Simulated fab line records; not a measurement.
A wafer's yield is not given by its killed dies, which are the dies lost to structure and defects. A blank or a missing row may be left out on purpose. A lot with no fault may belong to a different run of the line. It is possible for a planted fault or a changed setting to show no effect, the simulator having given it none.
Which tool was responsible? / flow n5_finfet / Sampling: 12 lots, 36 wafers, 5 of 1938 route steps

WHAT THE GAUGES READ, wafer by wafer
N5_BEOL_M1_CD_MEAS_28: target cd y 23.3 nm.
lot=L077; measured=day 7 08:59; on=cd_sem-02; cd_nm (nm)=24.17 24.04 24.18
lot=L079; measured=day 7 11:06; on=cd_sem-01; cd_nm (nm)=23.80 24.02 24.15
lot=L076; measured=day 7 13:38; on=cd_sem-03; cd_nm (nm)=24.20 24.19 23.74
lot=L081; measured=day 8 05:32; on=cd_sem-03; cd_nm (nm)=24.25 23.95 24.36
lot=L084; measured=day 8 15:10; on=cd_sem-03; cd_nm (nm)=24.14 23.96 24.34
lot=L085; measured=day 9 06:24; on=cd_sem-03; cd_nm (nm)=24.26 23.97 24.19
lot=L088; measured=day 9 20:08; on=cd_sem-03; cd_nm (nm)=23.78 24.07 23.77
lot=L089; measured=day 10 01:54; on=cd_sem-01; cd_nm (nm)=24.26 23.80 23.94
lot=L091; measured=day 10 22:04; on=cd_sem-03; cd_nm (nm)=23.44 23.73 23.86
lot=L093; measured=day 11 08:17; on=cd_sem-02; cd_nm (nm)=23.42 23.23 23.61
lot=L095; measured=day 11 20:27; on=cd_sem-03; cd_nm (nm)=24.09 23.87 23.90
lot=L097; measured=day 12 05:35; on=cd_sem-01; cd_nm (nm)=24.27 24.17 24.09

WHAT TOOL EACH LOT RAN ON (gives the tool, then ch and the chambers of the sampled wafers, and finally the start)
lot=L077; N5_BEOL_M0_HM_OPEN_105=rie_metal-01 ch 1, day 7 00:31; N5_BEOL_M0_DEGAS_112=pvd_sputter-02, day 7 02:04; N5_BEOL_M0_SPUTTER_141=pvd_sputter-02, day 7 03:03; N5_BEOL_M1_HM_DEP_02=pvd_sputter-02, day 7 05:44
lot=L079; N5_BEOL_M0_HM_OPEN_105=rie_metal-02 ch 0, day 7 02:11; N5_BEOL_M0_DEGAS_112=pvd_sputter-01, day 7 03:16; N5_BEOL_M0_SPUTTER_141=pvd_sputter-03, day 7 04:26; N5_BEOL_M1_HM_DEP_02=pvd_sputter-03, day 7 07:44
lot=L076; N5_BEOL_M0_HM_OPEN_105=rie_metal-03 ch 1, day 7 02:59; N5_BEOL_M0_DEGAS_112=pvd_sputter-02, day 7 04:19; N5_BEOL_M0_SPUTTER_141=pvd_sputter-03, day 7 05:14; N5_BEOL_M1_HM_DEP_02=pvd_sputter-01, day 7 08:31
lot=L081; N5_BEOL_M0_HM_OPEN_105=rie_metal-03 ch 0,1, day 7 21:19; N5_BEOL_M0_DEGAS_112=pvd_sputter-01, day 8 00:25; N5_BEOL_M0_SPUTTER_141=pvd_sputter-01, day 8 01:56; N5_BEOL_M1_HM_DEP_02=pvd_sputter-02, day 8 03:56
lot=L084; N5_BEOL_M0_HM_OPEN_105=rie_metal-01 ch 0,1, day 8 06:11; N5_BEOL_M0_DEGAS_112=pvd_sputter-02, day 8 08:06; N5_BEOL_M0_SPUTTER_141=pvd_sputter-01, day 8 10:30; N5_BEOL_M1_HM_DEP_02=pvd_sputter-01, day 8 13:54
lot=L085; N5_BEOL_M0_HM_OPEN_105=rie_metal-03 ch 0,1, day 8 22:26; N5_BEOL_M0_DEGAS_112=pvd_sputter-03, day 9 01:05; N5_BEOL_M0_SPUTTER_141=pvd_sputter-01, day 9 02:10; N5_BEOL_M1_HM_DEP_02=pvd_sputter-01, day 9 04:40
lot=L088; N5_BEOL_M0_HM_OPEN_105=rie_metal-03 ch 0,1, day 9 11:37; N5_BEOL_M0_DEGAS_112=pvd_sputter-01, day 9 14:28; N5_BEOL_M0_SPUTTER_141=pvd_sputter-01, day 9 15:28; N5_BEOL_M1_HM_DEP_02=pvd_sputter-02, day 9 17:53
lot=L089; N5_BEOL_M0_HM_OPEN_105=rie_metal-02 ch 0,1, day 9 17:21; N5_BEOL_M0_DEGAS_112=pvd_sputter-01, day 9 19:08; N5_BEOL_M0_SPUTTER_141=pvd_sputter-01, day 9 20:20; N5_BEOL_M1_HM_DEP_02=pvd_sputter-01, day 9 23:09
lot=L091; N5_BEOL_M0_HM_OPEN_105=rie_metal-02 ch 0,1, day 10 11:53; N5_BEOL_M0_DEGAS_112=pvd_sputter-02, day 10 14:30; N5_BEOL_M0_SPUTTER_141=pvd_sputter-03, day 10 15:35; N5_BEOL_M1_HM_DEP_02=pvd_sputter-02, day 10 20:35
lot=L093; N5_BEOL_M0_HM_OPEN_105=rie_metal-03 ch 0,1, day 11 00:44; N5_BEOL_M0_DEGAS_112=pvd_sputter-02, day 11 03:37; N5_BEOL_M0_SPUTTER_141=pvd_sputter-02, day 11 04:49; N5_BEOL_M1_HM_DEP_02=pvd_sputter-03, day 11 06:56
lot=L095; N5_BEOL_M0_HM_OPEN_105=rie_metal-03 ch 0,1, day 11 12:45; N5_BEOL_M0_DEGAS_112=pvd_sputter-01, day 11 14:17; N5_BEOL_M0_SPUTTER_141=pvd_sputter-03, day 11 16:55; N5_BEOL_M1_HM_DEP_02=pvd_sputter-02, day 11 18:32
lot=L097; N5_BEOL_M0_HM_OPEN_105=rie_metal-02 ch 0, day 11 21:22; N5_BEOL_M0_DEGAS_112=pvd_sputter-02, day 12 00:15; N5_BEOL_M0_SPUTTER_141=pvd_sputter-03, day 12 01:25; N5_BEOL_M1_HM_DEP_02=pvd_sputter-03, day 12 04:11
- N5_BEOL_M0_HM_OPEN_105: chemistry Cl2/BCl3, target TiN, target depth 12 nm.
- N5_BEOL_M0_DEGAS_112: time 60 s.
- N5_BEOL_M0_SPUTTER_141: material Cu, target thk 4 nm, time 7.37 s.
- N5_BEOL_M1_HM_DEP_02: deposits TiN, target thk 20 nm.

THE ANSWER, worked out from the rows above alone
Rule: the usual values come from the lots themselves. Put in order of their means at a reading, lots are off if they are a third of the lots or fewer, leave a main group of 4 or more, and stand apart from it by a gap of 3 or more times the standard deviation of the main group's means; of several such gaps the widest counts. Not used: any main group whose means are identical at the precision the tables above print for the reading. A lot without any number at a reading at which 4 lots or more have one is off too. The other lots that the step has rows for count as sound.
None of the lots is off at any reading shown; this tells nothing.

WHAT HAD BEEN PUT IN BY THE SIMULATOR
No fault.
